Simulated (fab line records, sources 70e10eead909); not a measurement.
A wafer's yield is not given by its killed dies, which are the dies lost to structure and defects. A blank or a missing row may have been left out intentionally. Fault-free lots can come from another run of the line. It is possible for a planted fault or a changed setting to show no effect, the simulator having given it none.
fab line records    flow nandHarc
[record] lots = 6  wafers = 18  lastDay = 29
route steps=1302 shown P_M0@264 P_M1@285 END@1302
lots untouched by any fault: they come from a run of this same line in which no faults occurred
startH: hours from the record's first day to the start of the lot's first wafer shown    waitH: hours since the lot's step before    " identical to the entry in the row above    L1.1+2: a row that stands for several wafers    - value missing, or start not given    * or withheld: withheld    < > ~ a bound
route shown NAME@n: names a module that has steps shown in the file, with the first one's number in the route    usual: average and standard deviation across the fault-free wafers    same: alike in all rows    chamber/n: place in a boat    sites: per-site readings    _std_site: their standard deviation    _edge_site: the outer-site mean with the inner-site mean subtracted    radiusMm: for every site, how far away it sits from the centre of the wafer    mask NAME#n: copy n    behind: the tool/chamber that last shaped the wafer    hold: reason for holding the lot/hours on hold/outcome of the hold    device: the n, p or np transistor that did not switch    end of line: tests run on the same wafers once the route is complete    where a step has no rows: the recipe by itself    killed: the dies lost at the first sort to structure and to defects; this is not the yield of the wafer    map: dies across one wafer; x = killed, . = not, _ = none there
set.NAME: setting as actually run; set.NAME@STEP: the setting as run at that earlier step    model.NAME: the simulator's own value behind a step, which no gauge read
lots seen at some steps along the route; tables by step, rows by wafer
services: the hour from which a tool's chamber was out of use, counted from the record's first day as startH (under 0 if before that day), plus the number of hours and why
[[steps]]
[step NHARC_P_M0_OVL_MEAS_10]
[recipe] pitchNm = 180
[usual] overlayXNm = -0.1/0.89  overlayYNm = 0.0/0.96
lot.wafer  tool        chamber  startH  waitH  overlayXNm  overlayYNm
L571.1     overlay-01  -        117.33  -      0.7         0.7
L571.3     "           -        "       "      0.8         0.2
L571.4     "           -        "       "      0.7         0.1
L572.2     overlay-01  -        132.57  -      -0.3        0.3
L572.4     "           -        "       "      -0.3        0.4
L572.6     "           -        "       "      -0.8        -0.1
L577.2     overlay-02  -        181.78  -      0.0         1.8
L577.3     "           -        "       "      -0.4        1.7
L577.5     "           -        "       "      -0.6        1.4
L580.4     overlay-01  -        206.37  -      -2.3        0.1
L580.5     "           -        "       "      -2.4        0.8
L580.6     "           -        "       "      -2.2        0.3
L584.1     overlay-02  -        266.26  -      -0.6        -1.0
L584.2     "           -        "       "      -1.6        -1.4
L584.4     "           -        "       "      -0.4        -0.9
L585.2     overlay-01  -        268.80  -      0.3         -0.9
L585.3     "           -        "       "      0.5         -1.2
L585.6     "           -        "       "      0.4         -0.9
[step NHARC_P_M0_INSPECT_11]
[usual] rawDefectCount = 4.6/2.6
lot.wafer  tool              chamber  startH  waitH  rawDefectCount
L571.1     defectInspect-02  -        117.36  0.0    6
L571.3     "                 -        "       "      5
L571.4     "                 -        "       "      2
L572.2     defectInspect-02  -        132.61  0.0    5
L572.4     "                 -        "       "      3
L572.6     "                 -        "       "      6
L577.2     defectInspect-01  -        181.82  0.0    7
L577.3     "                 -        "       "      6
L577.5     "                 -        "       "      6
L580.4     defectInspect-01  -        206.41  0.0    4
L580.5     "                 -        "       "      7
L580.6     "                 -        "       "      4
L584.1     defectInspect-01  -        266.30  0.0    5
L584.2     "                 -        "       "      1
L584.4     "                 -        "       "      6
L585.2     defectInspect-02  -        268.84  0.0    2
L585.3     "                 -        "       "      3
L585.6     "                 -        "       "      2
[step NHARC_P_M0_DESCUM_14]
[recipe] timeS = 3  o2FlowSccm = 200  arFlowSccm = 0  biasPowerW = 0  chemistry = O2
[step NHARC_P_M0_ETCH_34]
[recipe] targetDepthA = 400  overetchA = 120  timeS = 43.94  ionEnergyEv = 200  n2FlowSccm = 150  h2FlowSccm = 150  arFlowSccm = 0  rfW = 400  biasW = 150  chemistry = N2/H2
[step NHARC_P_M0_ETCH_15]
[recipe] targetDepthA = 1500  overetchA = 150  timeS = 82.5  c4f8FlowSccm = withheld  arFlowSccm = 400  rfW = 600  biasW = 300  chemistry = C4F8/Ar
[step NHARC_P_M0_CD_MEAS_16]
[usual] cdNm = 89.6/0.93
lot.wafer  tool      chamber  startH  waitH  cdNm
L571.1     cdSem-03  -        117.73  -      89.1
L571.3     "         -        "       "      89.6
L571.4     "         -        "       "      89.8
L572.2     cdSem-01  -        132.97  -      89.8
L572.4     "         -        "       "      89.1
L572.6     "         -        "       "      89.1
L577.2     cdSem-01  -        182.30  -      89.0
L577.3     "         -        "       "      90.1
L577.5     "         -        "       "      89.3
L580.4     cdSem-01  -        206.77  -      88.7
L580.5     "         -        "       "      89.1
L580.6     "         -        "       "      88.4
L584.1     cdSem-03  -        266.66  -      88.7
L584.2     "         -        "       "      89.4
L584.4     "         -        "       "      89.2
L585.2     cdSem-03  -        269.20  -      89.4
L585.3     "         -        "       "      88.2
L585.6     "         -        "       "      90.1
[step NHARC_P_M0_STRIP_18]
[recipe] powerW = 1000  n2FlowSccm = 150  h2FlowSccm = 150  arFlowSccm = 0  biasW = 0  chemistry = N2/H2
[step NHARC_P_M0_STRIP_19]
[recipe] timeS = 600  tempC = 30  chemistry = postEtchResidueRemover
[step NHARC_P_M0_DEGAS_28]
[recipe] tempC = 250  timeS = 60
[step NHARC_P_M0_PRE_CLEAN_29]
[recipe] timeS = 30  tempC = 280  gas = H2/He
[step NHARC_P_M0_PVD_20]
[recipe] targetThkA = 50  biasV = 168.6  powerW = 15000  chamberPressurePa = 0.12  timeS = 8.06  substrateTempC = 50  material = TaN
[step NHARC_P_M0_PVD_21]
[recipe] targetThkA = 300  chamberPressurePa = 5  powerW = 5000  substrateTempC = 30  timeS = 20.49  material = Cu
[step NHARC_P_M0_ECD_22]
[recipe] targetThkA = 4000  bathTempC = 25  material = Cu
lot.wafer   tool      chamber  startH  waitH
L571.1+3+4  ecdCu-02  0,1,0    118.76  -
L572.2+4+6  ecdCu-01  1,0,0    134.05  -
L577.2+3+5  ecdCu-01  1,0,1    183.28  -
L580.4+6+5  ecdCu-01  0,1,0    207.89  -
L584.2+1+4  ecdCu-02  1,0,0    267.65  -
L585.2+3+6  ecdCu-02  1,0,0    270.22  -
[step NHARC_P_M0_ANNEAL_30]
[recipe] tempC = 225  timeS = 90
[usual] wafer_temp_C_max = 226.18/0.29
lot.wafer  tool          chamber  startH  waitH  wafer_temp_C_max
L571.1     rtpAnneal-02  0        119.09  0.3    225.82
L571.3     "             0        "       "      225.76
L571.4     "             0        "       "      225.86
L572.2     rtpAnneal-01  0        134.42  -      225.91
L572.4     "             0        "       "      226.37
L572.6     "             0        "       "      226.37
L577.2     rtpAnneal-02  0        183.70  -      225.93
L577.3     "             0        "       "      225.86
L577.5     "             0        "       "      225.86
L580.4     rtpAnneal-02  0        208.27  -      226.18
L580.5     "             0        "       "      226.19
L580.6     "             0        "       "      225.91
L584.1     rtpAnneal-01  0        268.02  -      226.10
L584.2     "             0        "       "      226.18
L584.4     "             0        "       "      226.14
L585.2     rtpAnneal-01  0        270.61  0.3    226.58
L585.3     "             0        "       "      226.61
L585.6     "             0        "       "      226.06
[step NHARC_P_M0_CMP_23]
[recipe] tOverpolishS = 20  targetThkNm = 117.54
[step NHARC_P_M0_THK_MEAS_24]
[recipe] thkMeasGauge = xrf
[usual] thkNm = 117.7/1.5
lot.wafer  tool          chamber  startH  waitH  thkNm
L571.1     filmMetro-02  -        119.75  -      118.0
L571.3     "             -        "       "      120.6
L571.4     "             -        "       "      117.8
L572.2     filmMetro-02  -        135.04  -      117.2
L572.4     "             -        "       "      118.2
L572.6     "             -        "       "      117.1
L577.2     filmMetro-01  -        184.31  -      118.9
L577.3     "             -        "       "      117.9
L577.5     "             -        "       "      116.3
L580.4     filmMetro-01  -        208.78  -      118.9
L580.5     "             -        "       "      118.4
L580.6     "             -        "       "      118.6
L584.1     filmMetro-01  -        268.68  -      117.9
L584.2     "             -        "       "      117.3
L584.4     "             -        "       "      119.2
L585.2     filmMetro-01  -        271.21  -      118.7
L585.3     "             -        "       "      119.0
L585.6     "             -        "       "      115.9
[step NHARC_P_M0_SRD_25]
[step NHARC_P_M0_PRE_CLEAN_31]
[recipe] timeS = 12  tempC = 370  rfPowerW = 300  gas = NH3
[step NHARC_P_M0_DEP_32]
[recipe] targetThkA = 300  tempC = 370  targetThkNm = 30  pressureTorr = 3  flowSccm = 200  rfW = 450  material = SiCN
[usual] heaterPowerW = 613/73
lot.wafer  tool      chamber  startH  waitH  heaterPowerW
L571.3     pecvd-01  0        120.10  0.1    523
L571.1     "         1        "       "      562
L571.4     "         2        "       "      649
L572.2     pecvd-02  1        135.43  0.1    697
L572.6     "         2        "       "      594
L572.4     "         1        "       "      693
L577.3     pecvd-02  0        184.65  0.1    571
L577.2     "         1        "       "      735
L577.5     "         0        "       "      552
L580.4     pecvd-04  2        209.25  0.2    544
L580.5     "         2        "       "      547
L580.6     "         1        "       "      695
L584.1     pecvd-04  2        269.02  0.1    545
L584.2     "         1        "       "      717
L584.4     "         2        "       "      552
L585.3     pecvd-01  2        271.56  0.1    577
L585.2     "         0        "       "      508
L585.6     "         0        "       "      520
[step NHARC_P_M1_DEP_00]
[recipe] targetThkA = 1825  targetThkNm = 182.5  tempC = withheld  pressureTorr = 5  flowSccm = 200  rfW = 600  material = SiOC
[step NHARC_P_M1_DEHYDRATE_01]
[recipe] tempC = 150  timeS = 120
[step NHARC_P_M1_HMDS_02]
[recipe] timeS = 30
[step NHARC_P_M1_COAT_34]
[recipe] tempC = 200  timeS = 65
[step NHARC_P_M1_COAT_03]
[recipe] spinRpm = 1500  resistThkNm = 90
[step NHARC_P_M1_SOFTBAKE_04]
[recipe] tempC = 105  timeS = 55
[step NHARC_P_M1_EBR_05]
[step NHARC_P_M1_EXPOSE_06]
[recipe] na = 1.35  targetCdNm = 130  doseMj = 81.88  maskId = P_M1
[step NHARC_P_M1_PEB_07]
[recipe] pebTempC = 100  pebTimeS = 65
[step NHARC_P_M1_DEVELOP_08]
[recipe] developTimeS = 35  devTempC = 23
[step NHARC_P_M1_CD_MEAS_09]
[recipe] targetCdNm = 130  landingEnergyEv = 500
[usual] cdNm = 129.8/0.55
lot.wafer  tool      chamber  startH  waitH  cdNm
L571.1     cdSem-03  0        121.27  -      130.0
L571.3     "         0        "       "      129.7
L571.4     "         0        "       "      129.5
L572.2     cdSem-01  0        136.59  -      130.2
L572.4     "         0        "       "      130.4
L572.6     "         0        "       "      129.8
L577.2     cdSem-02  0        185.86  -      129.4
L577.3     "         0        "       "      129.0
L577.5     "         0        "       "      130.0
L580.4     cdSem-03  0        210.38  -      130.5
L580.5     "         0        "       "      130.0
L580.6     "         0        "       "      129.2
L584.1     cdSem-03  0        270.40  -      130.5
L584.2     "         0        "       "      130.8
L584.4     "         0        "       "      129.7
L585.2     cdSem-02  0        272.76  -      130.3
L585.3     "         0        "       "      129.9
L585.6     "         0        "       "      130.5
[step NHARC_P_M1_OVL_MEAS_10]
[recipe] pitchNm = 260
[usual] overlayXNm = -0.2/0.82  overlayYNm = 0.0/0.95
lot.wafer  tool        chamber  startH  waitH  overlayXNm  overlayYNm
L571.1     overlay-01  -        121.36  -      0.4         -0.9
L571.3     "           -        "       "      0.6         -0.8
L571.4     "           -        "       "      0.5         -0.2
L572.2     overlay-02  -        136.68  -      0.6         -0.8
L572.4     "           -        "       "      0.6         -0.1
L572.6     "           -        "       "      1.3         -0.4
L577.2     overlay-01  -        185.94  -      -1.1        -1.0
L577.3     "           -        "       "      -0.5        -0.8
L577.5     "           -        "       "      -0.9        -0.3
L580.4     overlay-02  -        210.47  -      -0.5        -1.7
L580.5     "           -        "       "      -0.6        -2.1
L580.6     "           -        "       "      -0.6        -2.3
L584.1     overlay-01  -        270.48  -      0.1         -0.6
L584.2     "           -        "       "      -0.1        -0.3
L584.4     "           -        "       "      0.2         -0.7
L585.2     overlay-01  -        272.85  -      1.3         0.4
L585.3     "           -        "       "      0.9         0.3
L585.6     "           -        "       "      1.4         0.3
[step NHARC_P_M1_DESCUM_14]
[recipe] timeS = 3  o2FlowSccm = 200  arFlowSccm = 0  biasPowerW = 0  chemistry = O2
[step NHARC_P_M1_ETCH_35]
[recipe] targetDepthA = 400  overetchA = 120  timeS = 43.94  ionEnergyEv = 200  n2FlowSccm = 150  h2FlowSccm = 150  arFlowSccm = 0  rfW = 400  biasW = 150  chemistry = N2/H2
[step NHARC_P_M1_ETCH_15]
[recipe] targetDepthA = 1825  timeS = 91.2  c4f8FlowSccm = withheld  arFlowSccm = 400  rfW = 600  biasW = 300  chemistry = C4F8/Ar
[usual] oesProductAu = 0.957/0.021  rfVppV = 441.7/1.7
lot.wafer  tool        chamber  startH  waitH  oesProductAu  rfHoursCounterH  rfVppV
L571.1     rieDiel-02  0        -       -      0.976         5                438.8
L571.4     "           1        "       "      0.962         5                444.2
L571.3     "           3        "       "      0.971         5                439.5
L572.2     rieDiel-02  1        -       -      0.977         6                443.5
L572.4     "           3        "       "      0.956         6                439.9
L572.6     "           2        "       "      0.988         -                443.5
L577.3     rieDiel-03  0        -       -      0.963         6                440.3
L577.2     "           3        "       "      0.969         4                440.6
L577.5     "           1        "       "      0.981         -                444.9
L580.4     rieDiel-02  0        -       -      0.971         13               437.7
L580.6     "           3        "       "      0.969         -                441.0
L580.5     "           0        "       "      0.970         -                438.5
L584.1     rieDiel-02  3        -       -      0.963         5                440.2
L584.2     "           0        "       "      0.964         5                439.8
L584.4     "           2        "       "      0.970         5                442.8
L585.3     rieDiel-02  1        -       -      0.970         5                442.8
L585.2     "           0        "       "      0.969         5                438.3
L585.6     "           1        "       "      0.982         -                441.9
[step NHARC_P_M1_CD_MEAS_16]
[usual] cdNm = 129.5/0.71
lot.wafer  tool      chamber  startH  waitH  cdNm
L571.1     cdSem-01  -        121.77  -      129.0
L571.3     "         -        "       "      129.0
L571.4     "         -        "       "      128.7
L572.2     cdSem-01  -        137.08  -      130.2
L572.4     "         -        "       "      129.6
L572.6     "         -        "       "      129.5
L577.2     cdSem-01  -        186.34  -      129.9
L577.3     "         -        "       "      129.6
L577.5     "         -        "       "      131.0
L580.4     cdSem-02  -        210.88  -      129.9
L580.5     "         -        "       "      129.4
L580.6     "         -        "       "      129.1
L584.1     cdSem-02  -        270.89  -      130.4
L584.2     "         -        "       "      130.1
L584.4     "         -        "       "      130.0
L585.2     cdSem-03  -        273.25  -      130.1
L585.3     "         -        "       "      130.1
L585.6     "         -        "       "      129.5
[step NHARC_P_M1_STRIP_18]
[recipe] powerW = 1000  n2FlowSccm = 150  h2FlowSccm = 150  arFlowSccm = 0  biasW = 0  chemistry = N2/H2
[usual] drypumpMotorCurrentA = 5.6/0.45  oesProductAu = 1.000/0.01  rfVppV = 90.8/0.93  showerheadPlenumPTorr = 2.06/0.059  throttleValvePct = 14.169/0.0096
lot.wafer  tool        chamber  startH  waitH  drypumpMotorCurrentA  oesProductAu  rfHoursCounterH  rfVppV  showerheadPlenumPTorr  throttleValvePct
L571.3     rieDiel-03  2        121.84  0.1    6.3                   0.989         1                92.2    2.12                   14.159
L571.1     "           0        "       "      5.3                   1.010         1                89.4    2.05                   14.180
L571.4     "           1        "       "      5.9                   1.007         1                90.8    2.14                   14.178
L572.2     rieDiel-05  1        137.21  0.1    4.8                   1.017         24               90.1    1.97                   14.168
L572.4     "           2        "       "      6.3                   0.998         27               89.6    1.99                   14.165
L572.6     "           0        "       "      5.3                   1.000         -                90.5    2.03                   14.152
L577.2     rieDiel-02  1        186.47  0.1    5.5                   1.001         11               90.8    2.12                   14.164
L577.3     "           2        "       "      5.9                   0.987         11               90.9    2.08                   14.180
L577.5     "           3        "       "      5.0                   0.985         -                91.4    2.02                   14.165
L580.4     rieDiel-02  3        210.94  0.1    4.9                   0.984         10               90.2    2.02                   14.178
L580.6     "           3        "       "      5.0                   0.980         -                91.2    2.02                   14.174
L580.5     "           0        "       "      5.8                   0.991         -                90.6    1.99                   14.174
L584.4     rieDiel-03  3        270.96  0.1    5.7                   1.015         8                91.5    2.04                   14.153
L584.2     "           1        "       "      5.9                   1.002         11               93.3    2.13                   14.162
L584.1     "           2        "       "      6.3                   0.994         10               88.9    2.12                   14.150
L585.3     rieDiel-03  2        273.33  0.1    6.3                   0.993         10               91.7    2.12                   14.169
L585.2     "           0        "       "      5.3                   1.018         11               89.9    2.05                   14.186
L585.6     "           2        "       "      6.3                   1.001         -                91.4    2.12                   14.190
[step NHARC_P_M1_ETCH_28]
[recipe] targetDepthA = 300  overEtchFrac = 0.3  timeS = 72.99  ionEnergyEv = 150  cf4FlowSccm = 50  n2FlowSccm = 100  arFlowSccm = 150  rfW = 300  biasW = 100  chemistry = CF4/N2
[usual] drypumpMotorCurrentA = 5.7/0.45  oesProductAu = 1.001/0.0095  rfVppV = 314.5/1.4  showerheadPlenumPTorr = 2.65/0.072  throttleValvePct = 19.794/0.01
lot.wafer  tool        chamber  startH  waitH  drypumpMotorCurrentA  oesProductAu  rfHoursCounterH  rfVppV  showerheadPlenumPTorr  throttleValvePct
L571.3     rieDiel-03  1        -       -      5.9                   1.004         1                315.4   2.74                   19.801
L571.4     "           2        "       "      6.3                   0.988         1                315.6   2.72                   19.787
L571.1     "           3        "       "      5.7                   1.008         0                314.0   2.63                   19.806
L572.4     rieDiel-05  0        -       -      5.3                   0.993         24               313.5   2.62                   19.808
L572.2     "           2        "       "      6.3                   0.990         27               312.5   2.57                   19.808
L572.6     "           0        "       "      5.3                   1.001         -                313.6   2.62                   19.806
L577.2     rieDiel-02  1        -       -      5.4                   0.993         11               314.9   2.73                   19.796
L577.3     "           2        "       "      5.9                   1.002         11               313.7   2.68                   19.790
L577.5     "           1        "       "      5.4                   0.999         -                315.7   2.72                   19.797
L580.4     rieDiel-02  3        -       -      5.0                   0.986         11               312.6   2.61                   19.782
L580.6     "           2        "       "      5.9                   0.998         -                315.1   2.67                   19.791
L580.5     "           3        "       "      5.0                   0.990         -                313.4   2.61                   19.796
L584.2     rieDiel-03  2        -       -      6.3                   0.994         10               314.0   2.72                   19.760
L584.4     "           3        "       "      5.6                   0.996         8                314.5   2.62                   19.806
L584.1     "           1        "       "      5.9                   0.999         11               316.5   2.74                   19.797
L585.3     rieDiel-03  3        -       -      5.7                   1.000         8                313.7   2.62                   19.794
L585.2     "           2        "       "      6.3                   0.993         10               313.8   2.72                   19.800
L585.6     "           3        "       "      5.7                   1.006         -                314.5   2.62                   19.793
[step NHARC_P_M1_STRIP_19]
[recipe] timeS = 600  tempC = 30  chemistry = postEtchResidueRemover
[step NHARC_P_M1_DEGAS_29]
[recipe] tempC = 250  timeS = 60
[step NHARC_END_SORT_01]
[recipe] tempC = 25
[usual] defectLimitedYield = 91.4/2.7  killedAtArray = 53/19  killedAtOther = 0.7/1.1  killedAtPeriphery = 4.2/2.7  killedDies = 58/18  killedOpen = 3.1/1.9  killedShort = 2.5/1.6  sort_bin_2_pct = 3.0/1.2  sort_bin_3_pct = 0.7/0.41  sort_bin_4_pct = 4.9/1.5  sortNPass = 619/18  sortRimYieldPct = 90/4.1  sortYieldPct = 91.4/2.7
[same] grossDies = 677  sort_bin_5_pct[%] = 0  sort_bin_6_pct[%] = 0  sort_bin_7_pct[%] = 0  sort_bin_8_pct[%] = 0  sortRimNGross = 106.00
lot.wafer  tool       chamber  startH  waitH  defectLimitedYield[%]  killedAtArray  killedAtOther  killedAtPeriphery  killedDies  killedOpen  killedShort  sort_bin_2_pct[%]  sort_bin_3_pct[%]  sort_bin_4_pct[%]  sortNPass  sortRimYieldPct[%]  sortYieldPct[%]
L572.2     prober-01  0        580.07  2.8    96.2                   19             0              7                  26          4           3            1.2                0.1                2.5                651        93                  96.2
L572.4     prober-01  0        581.66  3.4    95.9                   25             0              3                  28          4           1            0.9                0.3                3.0                649        96                  95.9
L572.6     prober-01  0        583.25  4.0    95.1                   27             0              6                  33          6           2            2.1                0                  2.8                644        96                  95.1
L580.4     prober-01  0        654.36  3.4    90.8                   54             2              6                  62          3           6            3.4                0.7                5.0                615        88                  90.8
L580.5     prober-01  0        655.17  3.7    91.6                   52             0              5                  57          0           3            3.1                0.6                4.7                620        86                  91.6
L580.6     prober-01  0        655.98  4.0    91.7                   52             0              4                  56          2           4            3.1                0.6                4.6                621        96                  91.7
L585.2     prober-02  0        692.13  2.8    62.9                   27             1              223                251         0           1            12.7               2.7                21.7               426        58                  62.9
L585.3     prober-02  0        692.93  3.1    59.1                   34             1              242                277         3           3            10.2               3.0                27.8               400        59                  59.1
L585.6     prober-02  0        695.31  4.0    61.9                   32             0              226                258         1           2            13.4               2.8                21.9               419        61                  61.9
L584.1     prober-01  0        699.35  2.5    59.5                   35             0              239                274         5           1            12.4               2.7                25.4               403        65                  59.5
L584.2     prober-01  0        700.15  2.8    62.0                   37             1              219                257         2           2            12.7               2.4                22.9               420        57                  62.0
L584.4     prober-01  0        701.76  3.4    59.4                   37             0              238                275         4           2            12.9               1.6                26.1               402        54                  59.4
// killed by level:class
L572.2 A_STAIRCASE:chamberFilmFlake=5 A_CHANNEL_HOLE_D2:chamberFilmFlake=4 A_SGD_CUT:chamberFilmFlake=3 P_GATE:geometricParticle:open=2 P_ZERO_WELL:chamberFilmFlake=2 A_WL_FILL:chamberFilmFlake=2 P_CONTACT:geometricParticle:open=1 A_ONON_D2:geometricParticle:open=1
L572.4 A_CHANNEL_HOLE_D2:chamberFilmFlake=5 A_STAIRCASE:chamberFilmFlake=5 A_SGD_CUT:chamberFilmFlake=5 A_CONTACT:chamberFilmFlake=5 P_CONTACT:geometricParticle:short=1 P_M0:geometricParticle:open=1 A_CHANNEL_HOLE_D2:geometricParticle:open=1 A_CHANNEL_FILL_D2:geometricParticle:open=1
L572.6 A_CHANNEL_HOLE_D2:chamberFilmFlake=8 A_STAIRCASE:chamberFilmFlake=6 A_SGD_CUT:chamberFilmFlake=3 A_CONTACT:geometricParticle:open=2 P_STI:chamberFilmFlake=2 A_CHANNEL_HOLE_D1:chamberFilmFlake=2 A_CONTACT:chamberFilmFlake=2 P_GATE:geometricParticle:open=1
L580.4 A_SLIT:chamberFilmFlake=27 A_CHANNEL_HOLE_D2:chamberFilmFlake=15 A_CHANNEL_HOLE_D1:chamberFilmFlake=3 A_WL_FILL:chamberFilmFlake=3 P_CONTACT:chamberFilmFlake=2 THIN_TSV:chamberFilmFlake=2 P_STI:geometricParticle:open=1 P_STI:geometricParticle:short=1
L580.5 A_SLIT:chamberFilmFlake=25 A_CHANNEL_HOLE_D2:chamberFilmFlake=15 A_CHANNEL_FILL_D1:chamberFilmFlake=4 P_GATE:chamberFilmFlake=2 P_CONTACT:chamberFilmFlake=2 A_CHANNEL_HOLE_D1:chamberFilmFlake=2 A_WL_FILL:chamberFilmFlake=2 P_CONTACT:geometricParticle:short=1
L580.6 A_SLIT:chamberFilmFlake=30 A_CHANNEL_HOLE_D2:chamberFilmFlake=8 A_WL_FILL:chamberFilmFlake=5 A_CHANNEL_HOLE_D1:chamberFilmFlake=3 A_STAIRCASE:chamberFilmFlake=2 P_GATE:geometricParticle:short=1 P_GATE:geometricParticle:open=1 P_M0:geometricParticle:short=1
L585.2 P_M0:unspecified=222 A_CHANNEL_HOLE_D1:chamberFilmFlake=18 A_CONTACT:chamberFilmFlake=3 A_ZERO_WELL:chamberFilmFlake=2 A_DECK1_JOINT:chamberFilmFlake=2 A_SGD_CUT:chamberFilmFlake=2 P_M1:geometricParticle:short=1 THIN_TSV:chamberFilmFlake=1
L585.3 P_M0:unspecified=241 A_CHANNEL_HOLE_D1:chamberFilmFlake=18 A_SLIT:chamberFilmFlake=3 A_CONTACT:chamberFilmFlake=2 A_STAIRCASE:chamberFilmFlake=2 A_WL_FILL:chamberFilmFlake=2 P_M0:geometricParticle:short=1 A_SOURCE_PLATE:geometricParticle:short=1
L585.6 P_M0:unspecified=225 A_CHANNEL_HOLE_D1:chamberFilmFlake=16 A_CONTACT:chamberFilmFlake=4 A_SLIT:chamberFilmFlake=4 A_ZERO_WELL:chamberFilmFlake=2 A_STAIRCASE:chamberFilmFlake=2 P_M0:geometricParticle:short=1 A_CHANNEL_HOLE_D1:geometricParticle:short=1
L584.1 P_M0:unspecified=236 A_CHANNEL_HOLE_D2:chamberFilmFlake=19 A_SLIT:chamberFilmFlake=3 A_DECK1_JOINT:chamberFilmFlake=2 P_CONTACT:geometricParticle:open=1 A_CHANNEL_HOLE_D1:geometricParticle:open=1 A_CHANNEL_FILL_D1:geometricParticle:open=1 A_CHANNEL_FILL_D2:geometricParticle:open=1
L584.2 P_M0:unspecified=217 A_CHANNEL_HOLE_D2:chamberFilmFlake=14 A_CHANNEL_HOLE_D1:chamberFilmFlake=11 A_DECK1_JOINT:chamberFilmFlake=2 A_CONTACT:chamberFilmFlake=2 A_ZERO_WELL:chamberFilmFlake=2 P_CONTACT:geometricParticle:open=1 A_ONON_D1:geometricParticle:short=1
L584.4 P_M0:unspecified=233 A_CHANNEL_HOLE_D2:chamberFilmFlake=13 A_CHANNEL_HOLE_D1:chamberFilmFlake=7 A_ZERO_WELL:chamberFilmFlake=5 A_CONTACT:chamberFilmFlake=3 P_M0:geometricParticle:open=2 P_STI:chamberFilmFlake=2 A_M0:chamberFilmFlake=2
// map L584.4 (x killed, . not)
____________x____________
_________x..xxxx_________
_______x....x..x.._______
______....x.x..xx..______
_____x..xxxx...xxxx._____
____.......x.x..xx...____
____xxxx....xx.xx....____
___..xx..xx.xxxxx...x.___
___.........x.xx..x..x___
__...xx.x.x.x.x.x.....x__
__..x...xxx.xx.xx..x.xx__
_xx.xx....xx.xx..x.x.x.._
_.xx....x..x.x......xxxx_
_x.x.xxxx..x......x.xxxx_
_...x..x...x..xx....xxxx_
_xx..x.x...x..x.x..x.x.x_
x....x.x...xx..x..x...x..
xxx.xx.x...x.xx..xx...xxx
......x.x..x..xx.xx...x.x
x......x....xxx.x.x..xxx.
.xxxx.xx...x..x......xx..
_.....xx.x.x.xx..xx.x..._
_x.xx......xxx.......x.._
_..x..x..xx.x..xxxx.x.xx_
_xx...xx..x.xx.x.x.xxxx._
_xx.x...x.....x...x.x..x_
__x...........x....x..x__
__..x..x........x.x..x.__
___.xxx.x.x..x..xx.x.x___
___.x....xx....x......___
____.........xxx.....____
____x..x.x.xxxx...xxx____
_____x.x...xxx.....x_____
______....xxx....x.______
_______.x...xxxxx._______
_________xx.x..._________
____________x____________
// map L585.3 (x killed, . not)
____________x____________
_________..x...._________
_______.xxx...xx.._______
______..xxx.....x..______
_____xx.....x.x.x..._____
____..x..xxx.........____
____xx..xxx....x.x...____
___.x...x.x...x.x.....___
___.x..xx..xx...xx.x..___
__.x..x..x.x.....x..x.x__
__..x...xx.....x...xx.x__
_.....x.....xx..xx..x..._
_x..x....xxxx.x.xxx..x.._
_xx..x..xxx..x.xx...xxx._
_.x.xxx.xx.xxx..x..x..xx_
_.x.x...xxxx.x.....x...x_
.......x.......x.xx..xx..
...xx.xxx..xx.....x.xx..x
xx..x....x.x..x.x..x..x..
xx..x....x.xx.xxx....xxxx
x..x....x.x....x.....x..x
_..xxxxx.x.xx..x..xxx..._
_....x....xxx..x.xx..x.._
_xx.x.x...xxx..x..x....._
_.x.......x.x..xx.xx.xx._
_.x.....x....xx..xxx..x._
__.x...x...xx..........__
__.xxxx....xx.xxx...x..__
___x....x..x..x.x....x___
___.xx.xx.xx.xx...xxx.___
____xxx.x.xx..x.x..x.____
____x.....x..xx....x.____
_____x.xxxxxx.x.x.x._____
______xxx.xx.xxxxxx______
_______.xxxxxxx.xx_______
_________x.xxxx._________
____________.____________
[[services]]
tool        chamber  startH  hours  kind
rieDiel-02  0        97.70   -      clean
rieDiel-02  1        97.70   -      clean
rieDiel-02  2        97.70   -      clean
rieDiel-02  3        97.70   -      clean
rieDiel-03  -        104.30  9.0    pm
pecvd-02    2        105.35  5.0    repair
pecvd-02    0        109.69  1.8    repair
rieDiel-03  3        117.74  3.8    repair
rieDiel-02  0        122.20  -      clean
rieDiel-02  1        122.20  -      clean
pecvd-01    -        130.16  13.0   pm
rieDiel-03  3        145.06  20.0   repair
rieDiel-02  -        149.81  0.2    repair
pecvd-04    0        152.83  132.2  repair
ecdCu-01    -        160.25  8.0    pm
rieDiel-02  3        162.00  21.1   repair
pecvd-02    2        166.95  6.4    repair
rieDiel-02  -        216.75  9.0    pm
pecvd-02    -        227.33  13.0   pm
rieDiel-03  0        228.38  5.9    repair
rieDiel-05  -        229.63  9.0    pm
ecdCu-02    -        244.00  8.0    pm
rieDiel-05  2        262.13  13.8   repair
pecvd-04    -        269.41  13.0   pm
[[key]]
[firstSign] step = NHARC_END_SORT_01  reading = killedAtPeriphery  direction = up  sigmas = 85  usual = 4.2  struck = 231.2
[effect] step = NHARC_END_SORT_01  reading = defectLimitedYield  direction = down  sigmas = 11  usual = 91.4  struck = 60.8
[moreKillsBornAt] NHARC_P_M0_ECD_22@ecdCu-02 = 1374
metAt NHARC_P_M0_ECD_22
struckWafers L584.1,L584.2,L584.4,L585.2,L585.3,L585.6
onsetBetween 118.76 267.65
alsoFits time
[fault] kind = chamberParticleSource  tool = ecdCu-02  chamber = -  onsetH = 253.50  steps = NHARC_P_M0_ECD_22  ratePerVisitCm2 = 0.48085  endH = 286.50
